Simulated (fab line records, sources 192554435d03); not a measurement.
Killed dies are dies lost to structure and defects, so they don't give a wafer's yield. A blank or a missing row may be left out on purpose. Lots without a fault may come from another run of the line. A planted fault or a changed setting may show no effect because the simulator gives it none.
A struck lot beside a sound one | flow n5_finfet | 19 steps out of a route of 1938
Sound: wafers L291.1, L291.3, L291.4. Struck: wafer L298.4. (L298.1, L298.6 of the same lot were not struck and are left out.) The cause comes at the end.
At each step with rows: each side's tool, then ch and its chambers, then its first start. Under that, the readings that differ: sound wafers | struck wafers | difference of the means | sigmas: that difference in standard deviations of wafers without a fault.
alike: readings whose means differ by less than 2 such deviations, and words and numbers that are the same on both sides. not compared: withheld readings, readings that some wafer has no value for, bounds like >300 that may hide the same value, and numbers for which the record gives no deviation and whose values overlap.
The two part at a step that has a row with sigmas, a row that says differs or no value, or rows on one side only. Numbers that don't overlap but have no deviation are shown without sigmas and don't part them. A reading that every wafer of one side lacks parts them only if that side has two wafers or more.

first, 3 steps without rows for these wafers: N5_WELL_APT_PRECLEAN_36 (cleans in O3/DIW, time 45 s); N5_WELL_APT_PRECLEAN_39 (cleans in dHF, time 60 s); N5_WELL_APT_SRD_37 (time 30 s).
N5_WELL_APT_EPI_41: deposits Si from SiH4/H2, target thk 50 nm, time 297.7 s.
  sound on epi_rpcvd-03 ch 0, day 4 22:10; struck on epi_rpcvd-01 ch 0, day 6 16:07
  reading                | sound             | struck | difference | sigmas
  throttle_valve_pct (%) | 10.82 10.88 10.77 | 11.70  | +0.88      | +3
N5_WELL_APT_INSPECT_38: inspects for defects (darkfield).
  sound on defect_inspect-01, day 4 22:48; struck on defect_inspect-02, day 6 16:44
  alike: raw_defect_count
N5_PMOS_HMC_CHANNEL_EPI_HM_DEP_34: deposits SiO2 from TEOS/O2, target thk 36 nm, time 6.9 s.
  sound on pecvd-04 ch 0,2, day 4 22:50; struck on pecvd-01 ch 2, day 6 16:47
  reading                | sound          | struck | difference | sigmas
  throttle_valve_pct (%) | 19.3 19.3 19.4 | 16.9   | -2.4       | -2
  alike: heater_power_w, showerhead_plenum_p_Torr
then, 6 steps without rows for these wafers: N5_PMOS_HMC_CHANNEL_EPI_COAT_31 (time 60 s, resist thk 66 nm); N5_PMOS_HMC_CHANNEL_EPI_COAT_03 (resist thk 205 nm); N5_PMOS_HMC_CHANNEL_EPI_EBR_05; N5_PMOS_HMC_CHANNEL_EPI_SOFTBAKE_04 (time 60 s); N5_PMOS_HMC_CHANNEL_EPI_EXPOSE_06 (exposes mask PMOS HMC BLK, target cd 240 nm); N5_PMOS_HMC_CHANNEL_EPI_PEB_07 (peb time 60 s).
N5_PMOS_HMC_CHANNEL_EPI_DEVELOP_08: develop time 30 s.
  sound on litho_track-02 ch 0, day 4 23:11; struck on litho_track-03 ch 0, day 6 17:08
  alike: exhaust_pa
N5_PMOS_HMC_CHANNEL_EPI_CD_MEAS_09: target cd 237.4 nm.
  sound on cd_sem-01 ch 0, day 4 23:15; struck on cd_sem-02 ch 0, day 6 17:11
  reading    | sound             | struck | difference | sigmas
  cd_nm (nm) | 238.1 236.7 236.9 | 239.9  | +2.7       | +2
N5_PMOS_HMC_CHANNEL_EPI_OVL_MEAS_10:
  sound on overlay-01 ch 0, day 4 23:17; struck on overlay-01 ch 0, day 6 17:13
  alike: PMOS_HMC_BLK_OVL
N5_PMOS_HMC_CHANNEL_EPI_INSPECT_11: inspects for defects (macro).
  sound on defect_inspect-01, day 4 23:18; struck on defect_inspect-02, day 6 17:14
  reading          | sound | struck | difference | sigmas
  raw_defect_count | 3 4 1 | 8      | +5         | +4
N5_PMOS_HMC_CHANNEL_EPI_DESCUM_14: chemistry O2, time 7.9 s.
  sound on rie_diel-02 ch 0,1,3, day 4 23:20; struck on rie_diel-01 ch 3, day 6 17:46
  reading                               | sound             | struck | difference | sigmas
  model.PMOS_HMC_CHANNEL_EPI.cd_nm (nm) | 237.7 236.6 237.3 | 240.1  | +2.9       |
  alike: drypump_motor_current_A, oes_product_au, rf_vpp_V, showerhead_plenum_p_Torr, throttle_valve_pct
  not compared: rf_hours_counter_h
N5_PMOS_HMC_CHANNEL_EPI_ETCH_32: etches BARC in N2/H2, stops on SiO2, target depth 85.8 nm, time 50.3 s.
  sound on rie_diel-02 ch 0,1,3, day 4 23:22; struck on rie_diel-01 ch 3, day 6 17:48
  alike: drypump_motor_current_A, oes_product_au, rf_vpp_V, showerhead_plenum_p_Torr, throttle_valve_pct
  not compared: rf_hours_counter_h
-- the record jumps here: 13 days lie between the struck wafers' starts before and after (it left off in module PMOS_HMC_CHANNEL_EPI and takes up again in module PASSIVATION, whose first step shown is number 1936 of the route) --
N5_PASSIVATION_PROBE_49:
  sound on prober-01, day 17 11:54; struck on prober-01, day 19 06:46
  alike: killed_at_M0_to_M3, killed_at_M4_up, killed_at_contacts, killed_at_front_end, killed_at_other, killed_dies, killed_on_rim, killed_open, killed_short

WHERE THEY PART
First at N5_WELL_APT_EPI_41; last, within this record, at N5_PMOS_HMC_CHANNEL_EPI_INSPECT_11. Later steps at which nothing parts them and some readings are alike: N5_PMOS_HMC_CHANNEL_EPI_DESCUM_14, N5_PMOS_HMC_CHANNEL_EPI_ETCH_32, N5_PASSIVATION_PROBE_49.

WHY: what the simulator had put in
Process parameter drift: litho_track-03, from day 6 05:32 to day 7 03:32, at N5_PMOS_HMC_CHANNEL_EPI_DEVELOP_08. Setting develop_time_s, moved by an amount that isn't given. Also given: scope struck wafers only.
